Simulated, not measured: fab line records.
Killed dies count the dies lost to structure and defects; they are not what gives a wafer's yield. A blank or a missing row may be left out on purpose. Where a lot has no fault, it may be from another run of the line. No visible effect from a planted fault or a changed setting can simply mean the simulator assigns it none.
fab line records | flow n5Finfet
record lots=7 wafers=21
route steps=1938 shown BEOL_M9@1401 BEOL_M10@1512 BEOL_M11@1565 BEOL_M12@1623
startH: start of the lot's first displayed wafer, in hours after the record's first day | waitH: hours since the lot's step before | " as in the row above | L1.1+2: a single row standing in for several wafers | - no value, or no start was given | * or withheld: withheld | < > ~ a bound
route shown NAME@n: names a module that has steps shown in the file, with the first one's number in the route | usual: mean and standard deviation over wafers with no fault | same: alike in all rows | chamber/n: place in a boat | sites: readings site by site | _std_site: standard deviation across them | _edge_site: outer sites' mean less inner sites' | radiusMm: for every site, how far away it sits from the centre of the wafer | mask NAME#n: copy n | behind: the most recent tool/chamber to have shaped the wafer | hold: the reason the lot was held/the length of the hold in hours/how it ended | device: names the non-switching transistor (n, p or np) | end of line: tests of these same wafers at the route's end | a step with no rows: only its recipe | killed: dies lost to structure and defects at the first sort, not the wafer's yield | map: shows each die of a wafer: x if killed, . if not, _ if none is there
set.NAME: the setting as run; set.NAME@STEP: as run at that earlier step | model.NAME: the simulator's own value behind a step, which no gauge read
one table per step and one row per wafer, for lots whose settings were changed on purpose
## steps
# step N5_BEOL_M9_ILD_DEP_00
# recipe material=SiCOH_lowk targetThkA=3085.1 tempC=300 precursor=DEMS/porogen pressureTorr=5 rfW=500 timeS=58
# columns lot.wafer tool chamber startH waitH set.timeS model.SiCOH_lowk_of_BEOL_M9_ILD_DEP_00.thkNm
L078.1 pecvd-02 0 236.82 0.0 58 306.4
L078.4 " 2 " " 58 310
L078.6 " 1 " " 58 310.2
L083.1 pecvd-02 2 272.77 0.0 58 308.4
L083.2 " 1 " " 54.32 288.6
L083.4 " 2 " " 58 313.6
L089.3 pecvd-03 0 316.68 0.0 58 305.8
L089.4 " 1 " " 58 311.2
L089.6 " 2 " " 49.97 266.2
L090.1 pecvd-01 0 316.86 0.0 60.74 325
L090.2 " 1 " " 58 310.2
L090.5 " 0 " " 58 317.8
L092.2 pecvd-02 0 322.24 0.0 58 306.4
L092.5 " 1 " " 51.65 273.2
L092.6 " 0 " " 58 310.8
L096.3 pecvd-02 1 346.21 0.0 58 301.6
L096.4 " 2 " " 64.51 343.2
L096.6 " 1 " " 64.51 339.2
L097.2 pecvd-03 0 348.48 0.0 52.18 277.4
L097.3 " 2 " " 58 306.2
L097.4 " 1 " " 52.18 277.2
# step N5_BEOL_M9_CURE_71
# recipe tempC=385 timeS=240 ambient=He/Ar material=SiCOH_lowk
# columns lot.wafer tool chamber startH waitH set.timeS@BEOL_M9_ILD_DEP_00 model.SiCOH_lowk_of_BEOL_M9_ILD_DEP_00.thkNm
L078.1 uvCure-03 1 236.90 0.0 58 266.2
L078.4 " 1 " " 58 269.4
L078.6 " 1 " " 58 269.6
L083.1 uvCure-01 2 272.85 0.0 58 268
L083.2 " 2 " " 54.32 250.4
L083.4 " 2 " " 58 272.4
L089.3 uvCure-01 1 316.92 0.2 58 265.6
L089.4 " 1 " " 58 270.4
L089.6 " 1 " " 49.97 230.8
L090.1 uvCure-03 0 317.19 0.3 60.74 282.6
L090.2 " 0 " " 58 269.6
L090.5 " 0 " " 58 276.2
L092.2 uvCure-02 0 322.40 0.1 58 266
L092.5 " 0 " " 51.65 236.8
L092.6 " 0 " " 58 270
L096.3 uvCure-02 2 346.44 0.2 58 261.8
L096.4 " 2 " " 64.51 298.8
L096.6 " 2 " " 64.51 295.2
L097.2 uvCure-02 1 348.66 0.2 52.18 240.6
L097.3 " 1 " " 58 265.8
L097.4 " 1 " " 52.18 240.4
# step N5_BEOL_M9_THK_MEAS_01
# recipe reads=SiCOH_lowk_of_BEOL_M9_ILD_DEP_00
# usual M9_ILD_THK=267/3.4
# columns lot.wafer tool chamber startH waitH set.timeS@BEOL_M9_ILD_DEP_00 M9_ILD_THK[nm]
L078.1 filmMetro-01 - 237.41 0.4 58 266
L078.4 " - " " 58 269
L078.6 " - " " 58 269
L083.1 filmMetro-02 - 273.36 0.4 58 268
L083.2 " - " " 54.32 250
L083.4 " - " " 58 272
L089.3 filmMetro-02 - 317.27 0.3 58 266
L089.4 " - " " 58 271
L089.6 " - " " 49.97 231
L090.1 filmMetro-01 - 317.71 0.4 60.74 283
L090.2 " - " " 58 269
L090.5 " - " " 58 276
L092.2 filmMetro-02 - 322.83 0.4 58 266
L092.5 " - " " 51.65 237
L092.6 " - " " 58 270
L096.3 filmMetro-01 - 346.80 0.3 58 262
L096.4 " - " " 64.51 299
L096.6 " - " " 64.51 295
L097.2 filmMetro-01 - 349.10 0.4 52.18 241
L097.3 " - " " 58 266
L097.4 " - " " 52.18 241
# step N5_BEOL_M10_TRENCH_ETCH_37
# recipe chemistry=C4F6/O2 targetDepthA=1488.3 target=SiCOH_lowk timeS=48 ionEnergyEv=250 pressureMtorr=30 sourceW=345 biasW=185 Ar_flow_sccm=300 C4F6_flow_sccm=10 O2_flow_sccm=10
# columns lot.wafer tool chamber startH waitH set.timeS model.BEOL_M10.featureDepthNm model.etch.depthNm
L078.1 rieDiel-03 0 - - 48 146.2 146.2
L078.4 " 3 " " 48 151.2 151.2
L078.6 " 2 " " 48 150.8 150.9
L083.1 rieDiel-02 3 - - 56.25 174.6 174.7
L083.2 " 2 " " 48 156.6 156.6
L083.4 " 1 " " 48 150.6 150.5
L089.3 rieDiel-03 0 - - 48 149 148.9
L089.4 " 2 " " 41.65 132.6 132.7
L089.6 " 0 " " 41.65 128.4 128.4
L090.1 rieDiel-02 1 - - 54.02 170.8 170.8
L090.2 " 2 " " 54.02 176 176
L090.5 " 1 " " 54.02 171.2 171.3
L092.2 rieDiel-03 2 - - 48 149.6 149.7
L092.5 " 3 " " 48 150 150
L092.6 " 2 " " 48 149.8 149.7
L096.3 rieDiel-02 1 - - 39.73 125.2 125.1
L096.4 " 3 " " 39.73 123.2 123.3
L096.6 " 1 " " 48 149.8 149.7
L097.2 rieDiel-06 1 - - 48 146.8 146.7
L097.3 " 2 " " 48 151.6 151.7
L097.4 " 3 " " 41.51 134 133.9
# step N5_BEOL_M10_ETCH_41
# recipe chemistry=CH3F/O2 target=SiCN targetDepthA=426 taperDeg=2 timeS=86 ionEnergyEv=120 maskMaterial=TiN pressureMtorr=30 sourceW=395 biasW=75 Ar_flow_sccm=150 CH3F_flow_sccm=30 O2_flow_sccm=20
# step N5_BEOL_M10_STRIP_77
# recipe chemistry=N2/H2 timeS=10 powerW=450 tempC=40 pressureMtorr=20 rfFrequencyHz=6e+07 biasPowerW=7 n2FlowSccm=200 h2FlowSccm=200
# step N5_BEOL_M10_OCD_MEAS_38
# usual trenchDepthNm=150.8/2.9
# columns lot.wafer tool chamber startH waitH set.timeS@BEOL_M10_TRENCH_ETCH_37 trenchDepthNm
L078.1 ocd-02 - 250.97 - 48 145.9
L078.4 " - " " 48 151.9
L078.6 " - " " 48 150.8
L083.1 ocd-02 - 288.69 - 56.25 174.4
L083.2 " - " " 48 156.7
L083.4 " - " " 48 151.3
L089.3 ocd-01 - 327.91 - 48 148.9
L089.4 " - " " 41.65 132.5
L089.6 " - " " 41.65 128.8
L090.1 ocd-02 - 328.08 - 54.02 171.1
L090.2 " - " " 54.02 175.9
L090.5 " - " " 54.02 171.6
L092.2 ocd-02 - 335.22 - 48 149.9
L092.5 " - " " 48 149.9
L092.6 " - " " 48 149.5
L096.3 ocd-02 - 360.60 - 39.73 125.4
L096.4 " - " " 39.73 123.9
L096.6 " - " " 48 150.1
L097.2 ocd-02 - 362.16 - 48 146.3
L097.3 " - " " 48 151.9
L097.4 " - " " 41.51 134.0
# step N5_BEOL_M10_HM_STRIP_39
# recipe chemistry=peroxideTinStrip material=TiN targetDepthA=250 tempC=50 timeS=158
# step N5_BEOL_M10_SRD_40
# recipe timeS=30 tempC=23 rinseLiquid=diw dry=ipaMarangoni
# step N5_BEOL_M10_ECD_50
# recipe material=Cu targetThkA=3180
# step N5_BEOL_M10_ANNEAL_51
# recipe tempC=225 timeS=90 ambient=N2
# step N5_BEOL_M10_CMP_52
# recipe stopOn=SiCOH_lowk tOverpolishS=7 downForcePsi=1 platenRpm=50 clearingPlatenDownForcePsi=1.5 clearingPlatenRpm=50 postCmpClean=cuAlkaline targetThkNm=140 clearingPlatenPadVelocityMS=0.99484 padVelocityMS=0.99484
# columns lot.wafer tool chamber startH waitH set.timeS@BEOL_M10_TRENCH_ETCH_37 model.Cu_of_BEOL_M10_ECD_50.thkNm
L078.4 cmp-01 2 254.03 0.1 48 141.8
L078.1 " 3 " " 48 137
L078.6 " 3 " " 48 142
L083.1 cmp-04 3 290.42 0.3 56.25 166.4
L083.4 " 1 " " 48 142.8
L083.2 " 2 " " 48 146.8
L089.3 cmp-02 2 330.15 0.3 48 140.4
L089.4 " 3 " " 41.65 124.2
L089.6 " 0 " " 41.65 120.2
L090.1 cmp-01 1 330.42 0.3 54.02 161.2
L090.2 " 2 " " 54.02 166.8
L090.5 " 0 " " 54.02 162.6
L092.2 cmp-04 2 337.93 0.5 48 142
L092.6 " 3 " " 48 141.6
L092.5 " 0 " " 48 143.2
L096.4 cmp-04 2 362.99 0.2 39.73 115
L096.3 " 3 " " 39.73 116
L096.6 " 1 " " 48 141.6
L097.3 cmp-01 3 365.07 0.2 48 141.8
L097.4 " 0 " " 41.51 124.4
L097.2 " 1 " " 48 135.8
# step N5_BEOL_M10_THK_MEAS_53
# recipe thkMeasGauge=xrf reads=Cu_of_BEOL_M10_ECD_50
# usual M10_THK=148/3.4
# columns lot.wafer tool chamber startH waitH set.timeS@BEOL_M10_TRENCH_ETCH_37 M10_THK[nm]
L078.1 filmMetro-02 - 254.32 - 48 143
L078.4 " - " " 48 149
L078.6 " - " " 48 149
L083.1 filmMetro-01 - 290.71 - 56.25 175
L083.2 " - " " 48 154
L083.4 " - " " 48 150
L089.3 filmMetro-01 - 330.37 - 48 146
L089.4 " - " " 41.65 129
L089.6 " - " " 41.65 124
L090.1 filmMetro-01 - 330.63 - 54.02 168
L090.2 " - " " 54.02 174
L090.5 " - " " 54.02 169
L092.2 filmMetro-02 - 338.11 - 48 146
L092.5 " - " " 48 149
L092.6 " - " " 48 148
L096.3 filmMetro-01 - 363.21 - 39.73 121
L096.4 " - " " 39.73 120
L096.6 " - " " 48 147
L097.2 filmMetro-02 - 365.36 - 48 140
L097.3 " - " " 48 146
L097.4 " - " " 41.51 128
# step N5_BEOL_M10_PRE_CLEAN_55
# recipe gas=NH3 timeS=15 tempC=withheld rfPowerW=300
# step N5_BEOL_M10_DEP_56
# recipe material=SiCN targetThkA=150 tempC=withheld precursor=3MS/NH3 pressureTorr=3 rfW=202 timeS=26.5
# step N5_BEOL_M10_RS_MEAS_57
# recipe thkMeasGauge=four-point-probe reads=Cu_of_BEOL_M10_ECD_50+Co_of_BEOL_M10_CVD_75+TaN_of_BEOL_M10_ALD_74
# usual M10_RS=0.149/0.0034
# columns lot.wafer tool chamber startH waitH set.timeS@BEOL_M10_TRENCH_ETCH_37 M10_RS[ohm/sq]
L078.1 filmMetro-01 - 254.46 0.1 48 0.154
L078.4 " - " " 48 0.149
L078.6 " - " " 48 0.149
L083.1 filmMetro-02 - 290.85 0.1 56.25 0.125
L083.2 " - " " 48 0.143
L083.4 " - " " 48 0.148
L089.3 filmMetro-02 - 330.65 0.1 48 0.150
L089.4 " - " " 41.65 0.172
L089.6 " - " " 41.65 0.179
L090.1 filmMetro-01 - 330.77 0.1 54.02 0.129
L090.2 " - " " 54.02 0.125
L090.5 " - " " 54.02 0.128
L092.2 filmMetro-02 - 338.28 0.1 48 0.149
L092.5 " - " " 48 0.147
L092.6 " - " " 48 0.149
L096.3 filmMetro-02 - 363.35 0.1 39.73 0.186
L096.4 " - " " 39.73 0.188
L096.6 " - " " 48 0.149
L097.2 filmMetro-02 - 365.50 0.1 48 0.156
L097.3 " - " " 48 0.149
L097.4 " - " " 41.51 0.172
# step N5_BEOL_M11_EXPOSE_25
# recipe maskId=V10 na=1.35 sourceShape=annular sigmaInner=0.5 sigmaOuter=0.8 polarization=unpolarized doseMj=85.5
# columns lot.wafer tool chamber startH waitH mask set.doseMj
L078.1+4+6 arfiScanner-01 0 257.99 - V10#0 85.5
L083.1+2+4 arfiScanner-03 0 294.68 - V10#0 85.5
L089.3+4 arfiScanner-02 0 334.12 - V10#0 85.5
L089.6 " 0 " " V10#0 80.15
L090.1 arfiScanner-01 0 335.66 - V10#0 81.94
L090.2+5 " 0 " " V10#0 85.5
L092.2+5+6 arfiScanner-02 0 344.35 - V10#0 85.5
L096.3+4 arfiScanner-03 0 367.14 - V10#0 90.88
L096.6 " 0 " " V10#0 85.5
L097.2+3+4 arfiScanner-02 0 369.14 - V10#0 85.5
# step N5_BEOL_M11_PEB_26
# recipe pebTempC=withheld pebTimeS=60 resist=CAR-ArF
# step N5_BEOL_M11_DEVELOP_27
# recipe developTimeS=30 developer=TMAH resist=CAR-ArF rinseLiquid=diw dry=airSpin devTempC=23
# step N5_BEOL_M11_CD_MEAS_28
# recipe targetCdNm=70 landingEnergyEv=500 detector=seInlens polarity=opening
# usual cdNm=70.7/0.85
# columns lot.wafer tool chamber startH waitH set.doseMj@BEOL_M11_EXPOSE_25 cdNm
L078.1 cdSem-03 0 258.12 - 85.5 70.7
L078.4 " 0 " " 85.5 69.5
L078.6 " 0 " " 85.5 70.4
L083.1 cdSem-01 0 294.81 - 85.5 70.9
L083.2 " 0 " " 85.5 70.5
L083.4 " 0 " " 85.5 70.4
L089.3 cdSem-03 0 334.24 - 85.5 70.5
L089.4 " 0 " " 85.5 70.2
L089.6 " 0 " " 80.15 64.6
L090.1 cdSem-02 0 335.79 - 81.94 66.8
L090.2 " 0 " " 85.5 70.0
L090.5 " 0 " " 85.5 70.1
L092.2 cdSem-03 0 344.48 - 85.5 70.9
L092.5 " 0 " " 85.5 71.0
L092.6 " 0 " " 85.5 71.9
L096.3 cdSem-01 0 367.26 - 90.88 76.0
L096.4 " 0 " " 90.88 76.2
L096.6 " 0 " " 85.5 70.7
L097.2 cdSem-01 0 369.27 - 85.5 70.9
L097.3 " 0 " " 85.5 69.8
L097.4 " 0 " " 85.5 71.8
# step N5_BEOL_M11_ETCH_66
# recipe chemistry=N2/H2 target=SOC targetDepthA=1200 overetchA=240 maskMaterial=SiARC tempC=40 timeS=180 ionEnergyEv=200 pressureMtorr=30 sourceW=840 biasW=150 n2FlowSccm=200 h2FlowSccm=200
# columns lot.wafer tool chamber startH waitH set.timeS model.SiARC_of_BEOL_M11_COAT_64.thkNm
L078.1+4 rieDiel-04 2 258.33 0.0 180 22.8
L078.6 " 1 " " 180 23
L083.1 rieDiel-04 3 295.23 0.0 205.9 21.2
L083.2 " 2 " " 180 23
L083.4 " 1 " " 205.9 22.2
L089.3 rieDiel-01 2 334.41 0.0 212.5 21.2
L089.4 " 0 " " 212.5 21.4
L089.6 " 2 " " 180 22.6
L090.1+2 rieDiel-05 2,3 335.96 0.0 150 24
L090.5 " 2 " " 180 22.6
L092.2+6 rieDiel-05 1 345.04 0.0 180 22.8
L092.5 " 2 " " 180 22.6
L096.3 rieDiel-01 3 367.43 0.0 180 22.6
L096.4 " 2 " " 200.6 21.8
L096.6 " 3 " " 180 22.4
L097.2 rieDiel-01 1 369.83 0.0 147 23.8
L097.3 " 3 " " 180 22
L097.4 " 0 " " 180 22.6
# step N5_BEOL_M12_COAT_65
# recipe resist=SOC tempC=250 timeS=60 spinRpm=1500 resistThkNm=300
# columns lot.wafer tool chamber startH waitH set.spinRpm model.SOC_of_BEOL_M12_COAT_65.thkNm
L078.1 lithoTrack-04 0 262.68 0.0 1500 299.6
L078.4 " 0 " " 1500 299.2
L078.6 " 0 " " 1500 299.4
L083.1 lithoTrack-04 0 299.75 0.0 1500 298.6
L083.2 " 0 " " 1340 316.4
L083.4 " 0 " " 1340 315.8
L089.3 lithoTrack-01 0 339.59 0.0 1357 315.4
L089.4 " 0 " " 1500 299
L089.6 " 0 " " 1500 298
L090.1 lithoTrack-01 0 342.71 0.0 1409 307.4
L090.2 " 0 " " 1500 298.8
L090.5 " 0 " " 1409 308.2
L092.2 lithoTrack-01 0 351.07 0.0 1500 298.6
L092.5 " 0 " " 1500 299.8
L092.6 " 0 " " 1546 294.6
L096.3 lithoTrack-05 0 372.71 0.0 1500 301.4
L096.4 " 0 " " 1500 300.2
L096.6 " 0 " " 1500 301.2
L097.2 lithoTrack-04 0 374.23 0.0 1598 291.2
L097.3 " 0 " " 1500 300.8
L097.4 " 0 " " 1500 301.6
## key
split step=N5_BEOL_M9_ILD_DEP_00 setting=timeS stated=58 by=wafer
response step=N5_BEOL_M9_ILD_DEP_00 reading=model.SiCOH_lowk_of_BEOL_M9_ILD_DEP_00.thkNm change=+3.17 per=1% r=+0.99
response step=N5_BEOL_M9_CURE_71 reading=model.SiCOH_lowk_of_BEOL_M9_ILD_DEP_00.thkNm change=+2.79 per=1% r=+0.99
response step=N5_BEOL_M9_THK_MEAS_01 reading=M9_ILD_THK change=+2.8 per=1% r=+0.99
split step=N5_BEOL_M10_TRENCH_ETCH_37 setting=timeS stated=48 by=wafer
response step=N5_BEOL_M10_TRENCH_ETCH_37 reading=model.BEOL_M10.featureDepthNm change=+1.32 per=1% r=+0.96
response step=N5_BEOL_M10_TRENCH_ETCH_37 reading=model.etch.depthNm change=+1.32 per=1% r=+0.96
response step=N5_BEOL_M10_OCD_MEAS_38 reading=trenchDepthNm change=+1.3 per=1% r=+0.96
response step=N5_BEOL_M10_CMP_52 reading=model.Cu_of_BEOL_M10_ECD_50.thkNm change=+1.32 per=1% r=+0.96
response step=N5_BEOL_M10_THK_MEAS_53 reading=M10_THK change=+1.37 per=1% r=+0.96
response step=N5_BEOL_M10_RS_MEAS_57 reading=M10_RS change=-0.00169 per=1% r=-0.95
split step=N5_BEOL_M11_EXPOSE_25 setting=doseMj stated=85.5 by=wafer
response step=N5_BEOL_M11_CD_MEAS_28 reading=cdNm change=+0.874 per=1% r=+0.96
split step=N5_BEOL_M11_ETCH_66 setting=timeS stated=180 by=wafer
response step=N5_BEOL_M11_ETCH_66 reading=model.SiARC_of_BEOL_M11_COAT_64.thkNm change=-0.0791 per=1% r=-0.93
split step=N5_BEOL_M12_COAT_65 setting=spinRpm stated=1500 by=wafer
response step=N5_BEOL_M12_COAT_65 reading=model.SOC_of_BEOL_M12_COAT_65.thkNm change=-1.64 per=1% r=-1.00
